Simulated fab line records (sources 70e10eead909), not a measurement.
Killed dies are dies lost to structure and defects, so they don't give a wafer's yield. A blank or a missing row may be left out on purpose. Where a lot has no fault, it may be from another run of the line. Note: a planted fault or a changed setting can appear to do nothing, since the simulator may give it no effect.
fab line records	flow nandHarc
[record] lots = 12	wafers = 34	lastDay = 24
route steps=1159 shown P_BONDPAD@379 A_ZERO_WELL@403 A_ONON_D1@444 A_CHANNEL_HOLE_D1@466 END@1159
lots untouched by any fault: they come from a run of this same line in which no faults occurred
startH: the number of hours between the record's first day and the start of the first shown wafer of the lot	waitH: hours from the lot's prior step to this one	" unchanged from the row above	L1.1+2: one row covering several wafers at once	- no value, or no start was given	* or withheld: withheld	< > ~ a bound
route shown NAME@n: NAME is a module with steps in the file, n the number in the route of the first one	usual: average and standard deviation across the fault-free wafers	same: alike in all rows	chamber/n: place in a boat	sites: the reading at each site	_std_site: the values' standard deviation	_edge_site: inner sites' mean taken away from outer sites' mean	radiusMm: for every site, how far away it sits from the centre of the wafer	mask NAME#n: copy n	behind: the last tool/chamber to shape the wafer	hold: what put the lot on hold/how long, in hours/how the hold closed	device: the n, p or np transistor that did not switch	end of line: the route-end tests of the same wafers	a step given without rows: its recipe and nothing more	killed: the dies lost at the first sort to structure and to defects; this is not the yield of the wafer	map: dies across one wafer; x = killed, . = not, _ = none there
set.NAME: the setting as run; set.NAME@STEP: as run at that earlier step	model.NAME: the simulator's own value behind a step, which no gauge read
one table for each step of the route and one row for each wafer, over a sample of lots
services: the hour from which a tool's chamber was out of use, counted from the record's first day as startH (under 0 if before that day), plus the number of hours and why
[[steps]]
[step NHARC_P_BONDPAD_ANNEAL_28]
[recipe] tempC = 225	timeS = 90
[usual] wafer_temp_C_max = 226.00/0.24
lot.wafer	tool	chamber	startH	waitH	wafer_temp_C_max
L609.1	rtpAnneal-02	0	151.91	0.4	225.96
L609.5	"	0	"	"	226.08
L609.6	"	0	"	"	225.94
L607.2	rtpAnneal-01	0	152.38	-	225.73
L607.3	"	0	"	"	225.97
L607.4	"	0	"	"	225.92
L608.3	rtpAnneal-02	0	153.83	0.3	226.23
L608.4	"	0	"	"	226.18
L608.6	"	0	"	"	225.80
L611.1	rtpAnneal-01	0	158.75	-	225.78
L611.2	"	0	"	"	226.13
L611.4	"	0	"	"	225.59
L612.1	rtpAnneal-01	0	162.63	0.3	226.08
L612.2	"	0	"	"	226.31
L612.6	"	0	"	"	226.10
L616.1	rtpAnneal-02	0	200.90	0.3	225.98
L616.6	"	0	"	"	226.15
L618.1	rtpAnneal-01	0	208.96	-	226.03
L618.6	"	0	"	"	225.79
L622.1	rtpAnneal-01	0	227.37	-	225.99
L622.5	"	0	"	"	225.54
L622.6	"	0	"	"	225.90
L624.1	rtpAnneal-02	0	239.69	-	226.23
L624.3	"	0	"	"	226.34
L624.4	"	0	"	"	226.40
L628.1	rtpAnneal-01	0	265.73	-	226.35
L628.2	"	0	"	"	226.13
L628.4	"	0	"	"	226.29
L629.3	rtpAnneal-02	0	266.66	-	225.70
L629.4	"	0	"	"	226.22
L629.6	"	0	"	"	226.11
L630.1	rtpAnneal-02	0	273.28	-	225.82
L630.2	"	0	"	"	226.24
L630.4	"	0	"	"	226.15
[step NHARC_A_ZERO_WELL_DESCUM_12]
[recipe] timeS = 3	o2FlowSccm = 200	arFlowSccm = 0	biasPowerW = 0	chemistry = O2
[usual] drypumpMotorCurrentA = 5.8/0.39	oesProductAu = 1.002/0.01	rfVppV = 58.0/0.71	showerheadPlenumPTorr = 1.95/0.054	throttleValvePct = 11.310/0.0098
lot.wafer	tool	chamber	startH	waitH	drypumpMotorCurrentA	oesProductAu	rfHoursCounterH	rfVppV	showerheadPlenumPTorr	throttleValvePct
L609.1	rieDiel-09	3	154.32	-	5.9	0.974	5	58.9	2.01	11.320
L609.6	"	2	"	"	6.2	1.006	-	57.7	1.96	11.319
L609.5	"	3	"	"	5.8	0.979	-	58.3	2.01	11.312
L607.4	rieDiel-09	1	155.08	-	6.5	0.997	6	58.8	1.96	11.313
L607.2	"	2	"	"	6.2	1.017	6	57.6	1.96	11.299
L607.3	"	0	"	"	6.0	1.008	6	57.8	1.93	11.331
L608.4	rieDiel-05	2	156.28	-	5.3	0.986	9	58.9	1.92	11.305
L608.3	"	3	"	"	6.1	0.990	10	56.5	1.82	11.313
L608.6	"	2	"	"	5.3	0.970	-	57.5	1.92	11.298
L611.2	rieDiel-03	2	161.01	-	5.5	1.009	7	59.0	2.03	11.310
L611.1	"	3	"	"	5.5	1.005	7	57.6	1.94	11.318
L611.4	"	0	"	"	6.1	1.015	7	57.6	1.97	11.308
L612.1	rieDiel-03	1	164.90	-	5.7	1.003	7	58.8	1.93	11.301
L612.2	"	2	"	"	5.5	1.001	7	58.5	2.03	11.314
L612.6	"	0	"	"	6.1	1.003	-	59.1	1.97	11.322
L616.1	rieDiel-05	3	203.21	-	6.0	1.006	2	57.9	1.82	11.301
L616.6	"	2	"	"	5.4	1.008	-	57.7	1.92	11.297
L618.1	rieDiel-09	3	211.36	-	5.9	0.984	13	58.7	2.01	11.310
L618.6	"	1	"	"	6.5	1.002	-	57.5	1.96	11.315
L622.1	rieDiel-03	2	229.76	-	5.5	0.976	0	57.0	2.03	11.293
L622.5	"	0	"	"	6.1	0.999	-	58.6	1.97	11.320
L622.6	"	1	"	"	5.7	0.997	-	57.5	1.93	11.309
L624.3	rieDiel-03	0	242.13	-	6.1	1.002	1	57.1	1.97	11.309
L624.4	"	2	"	"	5.4	0.989	1	57.5	2.03	11.301
L624.1	"	3	"	"	5.4	1.005	1	58.8	1.93	11.301
L628.4	rieDiel-03	2	268.06	-	5.5	1.000	3	59.2	2.03	11.314
L628.2	"	3	"	"	5.4	1.005	3	59.0	1.93	11.316
L628.1	"	1	"	"	5.8	0.999	3	58.2	1.93	11.316
L629.3	rieDiel-09	0	268.83	-	6.1	1.007	0	58.0	1.93	11.304
L629.4	"	1	"	"	6.5	0.999	0	59.3	1.96	11.318
L629.6	"	2	"	"	6.2	1.015	-	58.1	1.95	11.323
L630.4	rieDiel-03	3	275.64	-	5.4	1.007	3	58.9	1.93	11.319
L630.1	"	1	"	"	5.7	1.004	3	58.5	1.93	11.318
L630.2	"	2	"	"	5.5	0.991	3	58.7	2.03	11.330
[step NHARC_A_ONON_D1_DEP_28]
[recipe] targetThkA = 10000	n2FlowSccm = 2750	n2oFlowSccm = 2000	nh3FlowSccm = 500	sih4FlowSccm = 210	tempC = 400
[usual] susceptorTempC = 400.00/0.24
lot.wafer	tool	chamber	startH	waitH	susceptorTempC
L609.1	pecvdOnon-03	0	188.75	0.1	399.70
L609.5	"	0	"	"	399.62
L609.6	"	0	"	"	399.81
L607.2	pecvdOnon-02	0	188.95	0.2	399.99
L607.3	"	0	"	"	400.19
L607.4	"	0	"	"	399.88
L608.3	pecvdOnon-02	0	189.35	0.2	400.25
L608.4	"	0	"	"	400.09
L608.6	"	0	"	"	399.85
L611.1	pecvdOnon-02	0	195.39	0.1	399.74
L611.2	"	0	"	"	400.13
L611.4	"	0	"	"	400.10
L612.1	pecvdOnon-03	0	198.44	0.1	399.84
L612.2	"	0	"	"	399.68
L612.6	"	0	"	"	399.76
L616.1	pecvdOnon-02	0	237.02	0.1	400.30
L616.6	"	0	"	"	400.15
L618.1	pecvdOnon-02	0	244.77	0.1	399.61
L618.6	"	0	"	"	400.02
L622.1	pecvdOnon-03	0	262.57	0.1	400.27
L622.5	"	0	"	"	400.10
L622.6	"	0	"	"	400.24
L624.1	pecvdOnon-03	0	280.53	0.1	399.97
L624.3	"	0	"	"	399.88
L624.4	"	0	"	"	400.01
L628.1	pecvdOnon-03	0	303.37	0.1	399.81
L628.2	"	0	"	"	399.82
L628.4	"	0	"	"	399.91
L629.3	pecvdOnon-01	0	303.51	0.2	399.94
L629.4	"	0	"	"	400.26
L629.6	"	0	"	"	399.98
L630.1	pecvdOnon-03	0	309.03	0.1	400.05
L630.2	"	0	"	"	400.03
L630.4	"	0	"	"	399.85
[step NHARC_A_ONON_D1_THK_MEAS_30]
[recipe] thkMeasGauge = ellipsometry
[usual] thkNm = 998/11
lot.wafer	tool	chamber	startH	waitH	thkNm
L609.1	filmMetro-01	-	189.26	-	987
L609.5	"	-	"	"	986
L609.6	"	-	"	"	985
L607.2	filmMetro-02	-	189.39	-	985
L607.3	"	-	"	"	987
L607.4	"	-	"	"	984
L608.3	filmMetro-01	-	189.76	-	1008
L608.4	"	-	"	"	1008
L608.6	"	-	"	"	1007
L611.1	filmMetro-01	-	195.93	-	1003
L611.2	"	-	"	"	1005
L611.4	"	-	"	"	1004
L612.1	filmMetro-02	-	198.96	-	979
L612.2	"	-	"	"	978
L612.6	"	-	"	"	978
L616.1	filmMetro-01	-	237.53	-	1000
L616.6	"	-	"	"	684
L618.1	filmMetro-02	-	245.28	-	983
L618.6	"	-	"	"	667
L622.1	filmMetro-01	-	263.08	-	988
L622.5	"	-	"	"	987
L622.6	"	-	"	"	984
L624.1	filmMetro-02	-	281.04	-	1015
L624.3	"	-	"	"	1013
L624.4	"	-	"	"	1013
L628.1	filmMetro-02	-	303.88	-	1000
L628.2	"	-	"	"	1000
L628.4	"	-	"	"	1001
L629.3	filmMetro-02	-	303.90	-	1001
L629.4	"	-	"	"	1002
L629.6	"	-	"	"	1004
L630.1	filmMetro-02	-	309.55	-	994
L630.2	"	-	"	"	994
L630.4	"	-	"	"	991
[step NHARC_A_CHANNEL_HOLE_D1_ETCH_38]
[recipe] targetDepthA = 390	overEtchFrac = 0.3	timeS = 65	ionEnergyEv = 80	cf4FlowSccm = 150	arFlowSccm = 0	rfW = 300	biasW = 100	chemistry = CF4
[usual] drypumpMotorCurrentA = 5.6/0.55	oesProductAu = 0.998/0.0083	rfVppV = 150.7/1.2	showerheadPlenumPTorr = 1.72/0.068	throttleValvePct = 13.283/0.0088
lot.wafer	tool	chamber	startH	waitH	drypumpMotorCurrentA	oesProductAu	rfHoursCounterH	rfVppV	showerheadPlenumPTorr	throttleValvePct
L609.1	rieDiel-12	3	192.76	0.1	5.1	0.989	15	149.0	1.67	13.273
L609.6	"	3	"	"	5.1	1.010	-	149.1	1.67	13.279
L609.5	"	0	"	"	5.9	0.982	-	150.1	1.67	13.282
L607.2	rieDiel-06	0	194.30	0.1	5.8	0.995	9	150.4	1.75	13.270
L607.3	"	1	"	"	6.2	1.017	9	149.2	1.66	13.266
L607.4	"	2	"	"	5.8	0.985	9	150.9	1.69	13.285
L608.3	rieDiel-04	2	194.68	0.1	5.8	1.009	3	150.8	1.71	13.280
L608.4	"	3	"	"	5.5	1.010	3	150.1	1.73	13.279
L608.6	"	2	"	"	5.8	1.013	-	149.7	1.71	13.300
L611.2	rieDiel-04	2	200.52	0.1	5.8	1.003	4	149.1	1.71	13.283
L611.1	"	0	"	"	5.3	1.000	3	152.3	1.89	13.283
L611.4	"	1	"	"	6.0	1.009	3	150.9	1.71	13.275
L612.2	rieDiel-06	0	202.72	0.1	5.8	1.003	11	151.4	1.75	13.286
L612.1	"	3	"	"	4.7	1.000	11	152.8	1.84	13.294
L612.6	"	0	"	"	5.8	0.996	-	149.3	1.75	13.278
L616.1	rieDiel-12	1	243.11	0.1	4.8	0.992	2	149.8	1.76	13.281
L618.1	rieDiel-12	1	250.35	0.1	4.8	1.004	4	150.9	1.76	13.291
L622.1	rieDiel-06	2	266.90	0.1	5.8	0.990	0	149.5	1.68	13.288
L622.5	"	0	"	"	5.8	1.010	-	152.0	1.75	13.277
L622.6	"	1	"	"	6.3	0.985	-	148.9	1.66	13.286
L624.4	rieDiel-04	0	285.95	0.1	5.3	1.010	8	151.7	1.89	13.288
L624.3	"	1	"	"	6.0	1.005	8	150.5	1.71	13.282
L624.1	"	2	"	"	5.8	0.998	9	148.3	1.71	13.275
L628.4	rieDiel-06	1	307.43	0.1	6.3	0.998	4	150.5	1.66	13.289
L628.1	"	3	"	"	4.7	0.994	4	152.1	1.83	13.280
L628.2	"	0	"	"	5.8	1.008	4	152.4	1.75	13.256
L629.3	rieDiel-04	0	307.69	0.1	5.4	0.987	0	152.0	1.89	13.284
L629.4	"	1	"	"	6.0	1.003	0	151.1	1.71	13.280
L629.6	"	0	"	"	5.3	0.989	-	151.8	1.89	13.283
L630.2	rieDiel-12	0	312.96	0.1	5.9	1.007	8	150.7	1.67	13.284
L630.4	"	1	"	"	4.8	0.994	9	150.3	1.76	13.304
L630.1	"	3	"	"	5.1	1.004	8	150.7	1.66	13.284
[step NHARC_END_SORT_01]
[recipe] tempC = 25
[usual] killedAtArray = 29/10	killedAtOther = 0.7/1.1	killedAtPeriphery = 3.2/2.2	killedDies = 33/11	killedOpen = 3.5/1.8	killedShort = 2.0/1.4
[same] grossDies = 677
lot.wafer	tool	chamber	startH	waitH	killedAtArray	killedAtOther	killedAtPeriphery	killedDies	killedOpen	killedShort
L616.1	prober-01	0	513.67	2.5	13	0	6	19	2	2
L616.6	prober-01	0	517.74	4.1	672	0	5	677	4	3
L618.1	prober-02	0	513.93	2.5	38	0	8	46	3	1
L618.6	prober-02	0	517.90	4.0	669	1	7	677	4	2
// killed by level:class
L616.1 P_GATE:chamberFilmFlake=5 A_CONTACT:chamberFilmFlake=3 A_CHANNEL_HOLE_D1:chamberFilmFlake=2 A_WL_FILL:chamberFilmFlake=2 A_SOURCE_PLATE:geometricParticle:short=1 A_ONON_D1:geometricParticle:open=1 A_CONTACT:geometricParticle:short=1 A_CONTACT:geometricParticle:open=1
L618.1 A_CHANNEL_HOLE_D1:chamberFilmFlake=19 A_SLIT:chamberFilmFlake=12 A_STAIRCASE:chamberFilmFlake=5 P_M2:chamberFilmFlake=4 P_GATE:chamberFilmFlake=2 P_GATE:geometricParticle:open=1 P_M2:geometricParticle:open=1 A_ONON_D1:geometricParticle:short=1
L616.6 A_ONON_D1:areaDep=650 A_CONTACT:chamberFilmFlake=5 A_CHANNEL_HOLE_D1:chamberFilmFlake=4 A_WL_FILL:chamberFilmFlake=3 A_CONTACT:geometricParticle:open=2 A_M0:geometricParticle:open=2 P_STI:chamberFilmFlake=2 P_CONTACT:chamberFilmFlake=2
L618.6 A_ONON_D1:areaDep=630 A_CHANNEL_HOLE_D1:chamberFilmFlake=19 A_SLIT:chamberFilmFlake=10 P_M2:chamberFilmFlake=5 A_STAIRCASE:chamberFilmFlake=4 A_SGD_CUT:geometricParticle:open=2 P_GATE:geometricParticle:short=1 A_ONON_D1:geometricParticle:open=1
[[services]]
tool	chamber	startH	hours	kind
rieDiel-06	1	132.28	3.8	repair
rieDiel-12	0	142.69	1.5	repair
rieDiel-12	1	151.24	1.4	repair
pecvdOnon-03	-	153.00	13.0	pm
rieDiel-05	-	158.67	1.0	repair
rieDiel-05	-	163.60	9.0	pm
rieDiel-03	2	171.77	5.3	repair
rieDiel-09	2	175.33	3.8	repair
rieDiel-12	-	202.40	9.0	pm
rieDiel-06	2	202.96	13.3	repair
pecvdOnon-03	-	212.82	20.0	repair
rieDiel-03	-	215.30	9.0	pm
rieDiel-04	1	228.61	4.2	repair
rieDiel-04	2	233.14	5.4	repair
rieDiel-09	0	238.35	6.3	repair
rieDiel-06	-	241.21	9.0	pm
rieDiel-09	-	254.10	9.0	pm
rieDiel-09	0	279.00	20.0	repair
rieDiel-04	-	288.90	9.0	pm
rieDiel-03	2	290.23	4.1	repair
pecvdOnon-02	-	292.13	13.0	pm
rtpAnneal-02	-	300.00	12.0	pm
rieDiel-09	0	301.29	1.4	repair
rieDiel-06	0	308.85	4.6	repair
[[key]]
[firstSign] step = NHARC_A_ONON_D1_THK_MEAS_30	reading = thkNm	direction = down	sigmas = 30	usual = 998	struck = 676
[effect] step = NHARC_END_SORT_01	reading = killedAtArray	direction = up	sigmas = 63	usual = 29	struck = 670
[moreKillsBornAt] NHARC_A_ONON_D1_DEP_28@pecvdOnon-02 = 1280
metAt NHARC_A_ONON_D1_DEP_28
struckLots L616,L618
struckWafers L616.6,L618.6
laterRowsLeftOut L616.6,L618.6
testerLeftOut L616,L618
notActingAt NHARC_P_BONDPAD_ANNEAL_28,NHARC_A_ZERO_WELL_DESCUM_12,NHARC_A_CHANNEL_HOLE_D1_ETCH_38
onsetBetween 195.39 237.02
[fault] kind = processParameterDrift	tool = pecvdOnon-02	chamber = -	onsetH = 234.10	steps = NHARC_A_ONON_D1_DEP_28	channel = targetThkA	offset = *	shape = step	endH = 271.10	scope = struckWafersOnly	actsIn = *	stated = *
// testerLeftOut: of these lots the tester's yield and bins aren't shown, on N5 and GAA mostly nor the transistor test; their killed dies are dies lost to structure and defects alone, not to doping, threshold or leakage, so they don't give the yield
// laterRowsLeftOut: the simulator's readings of these wafers behind a module that went badly wrong aren't trusted and aren't shown, but for the sort
